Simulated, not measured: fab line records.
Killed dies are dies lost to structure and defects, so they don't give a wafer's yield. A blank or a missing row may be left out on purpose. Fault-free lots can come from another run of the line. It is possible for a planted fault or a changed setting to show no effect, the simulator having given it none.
Comparing a struck lot with a sound one :: flow n5-finfet :: 16 out of 1938 route steps
Sound: the wafers L726.1, L726.2, L726.6. Struck: wafer L745.3. (L745.5 of the same lot was not struck and is left out.) The cause comes at the end.
For every step that has rows: the tool of each side, followed by ch and its chambers, followed by its first start. Under that, the readings that differ: sound wafers :: struck wafers :: difference of the means :: sigmas: that difference in standard deviations of wafers without a fault.
alike: a reading whose means differ by less than 2 such deviations, as well as words and numbers matching on both sides. not compared: withheld readings; readings where some wafer has no value; bounds like >300 that might hide an equal value; numbers whose values overlap and for which the record gives no deviation.
Wherever a step has rows on one side only, a row that says differs or no value, or a row with sigmas, the two part there. Non-overlapping numbers with no deviation appear without sigmas and do not part them. A reading missing from all wafers of one side parts the sides only when that side holds two or more wafers.

first, 1 step without rows for these wafers: N5_SD_EPI_N_STRIP_47 (strips in CHF3/O2).
N5_SD_EPI_N_SD_RECESS_17: chemistry HBr/Cl2/O2, target depth 41 nm, time 23.7 s, bt time 3 s.
  sound on rie-si-06 ch 0,3, day 3 12:54; struck on rie-si-04 ch 1, day 8 01:49
reading: throttle-valve-pct (%)
sound: 37.09 37.73 37.75
struck: 36.92
difference: -0.60
sigmas: -2
  alike: drypump-motor-current-A, oes-product-au
  not compared: rf-hours-counter-h
N5_SD_EPI_N_STRIP_38: strips in N2/H2.
  sound on plasma-asher-02 ch 0,1, day 3 13:00; struck on plasma-asher-02 ch 1, day 8 01:58
  alike: drypump-motor-current-A, heater-power-w, oes-product-au
  not compared: rf-hours-counter-h
then, 4 steps without rows for these wafers: N5_SD_EPI_N_WET_ETCH_43 (etches SiO2 in dHF, time 14 s, target depth 1.5 nm); N5_SD_EPI_N_STRIP_18 (strips in SPM, time 750 s); N5_SD_EPI_N_SRD_20 (time 30 s); N5_SD_EPI_N_PRECLEAN_48 (cleans in NF3:NH3, afs cycles 2, time 20 s, sublimation time 60 s).
N5_SD_EPI_N_VAPOR_ETCH_50: etches Si in HCl, time 54 s.
  sound on epi-rpcvd-01 ch 0, day 3 13:43; struck on epi-rpcvd-04 ch 0, day 8 02:43
reading: susceptor-temp-C (C)
sound: 775.3 775.9 775.1
struck: 774.7
difference: -0.7
sigmas: -2
  alike: lamp-inner-pct, throttle-valve-pct
then, 1 step without rows for these wafers: N5_SD_EPI_N_EPI_21 (deposits Si:P, time 690 s).
N5_SD_EPI_N_EPI_MEAS_23:
  sound: film-metro-01 at day 3 15:37; struck: film-metro-01 at day 8 04:34
  alike: thk-nm
then, 2 steps without rows for these wafers: N5_SD_EPI_N_PRECLEAN_24 (cleans in O3/DIW, time 60 s); N5_SD_EPI_N_SRD_25 (time 30 s).
N5_SD_EPI_N_PRECLEAN_49: cleans in NF3:NH3, afs cycles 1, time 20 s, sublimation time 60 s.
  sound on remote-plasma-02 ch 0, day 3 15:43; struck on remote-plasma-01 ch 1, day 8 04:44
reading: time-s (s)
sound: 20 20 20
struck: 12.005
difference: -7.995
sigmas: 
  alike: sublimation-temp-c
N5_SD_EPI_N_LINER_46: material SiNx, target thk 3 nm.
  sound on ald-sin-04 ch 0,2, day 3 16:23; struck on ald-sin-04 ch 0, day 8 04:52
reading: susceptor-temp-C (C)
sound: 400.28 399.93 400.18
struck: 399.66
difference: -0.47
sigmas: -2
  alike: heater-power-w
-- record jumps: 5 days separate the struck wafers' starts on either side; left off in module SD_EPI_N, taken up again in module BEOL_M4, whose first shown step is the route's number 1111 --
N5_BEOL_M4_RC_MEAS_101:
  sound on prober-01 ch 0, day 8 15:06; struck on prober-02 ch 0, day 12 18:52
reading: ION_N (uA/um)
sound: 678 678 685
struck: 655
difference: -25
sigmas: -2

reading: VT_N (mV)
sound: 246 247 246
struck: 256
difference: +10
sigmas: +3
  alike: DIBL_N, DIBL_P, IOFF_N, IOFF_P, ION_P, SS_N, SS_P, VT_P
-- record jumps: 4 days separate the struck wafers' starts on either side; left off in module BEOL_M4, taken up again in module PASSIVATION, whose first shown step is the route's number 1936 --
N5_PASSIVATION_PROBE_49:
  record: rows for the struck wafers here (prober-02, day 17 00:05), none for the sound ones

WHERE THEY PART
At N5_SD_EPI_N_SD_RECESS_17 first; at N5_PASSIVATION_PROBE_49 last (within this record only).

WHY: the cause the simulator had injected
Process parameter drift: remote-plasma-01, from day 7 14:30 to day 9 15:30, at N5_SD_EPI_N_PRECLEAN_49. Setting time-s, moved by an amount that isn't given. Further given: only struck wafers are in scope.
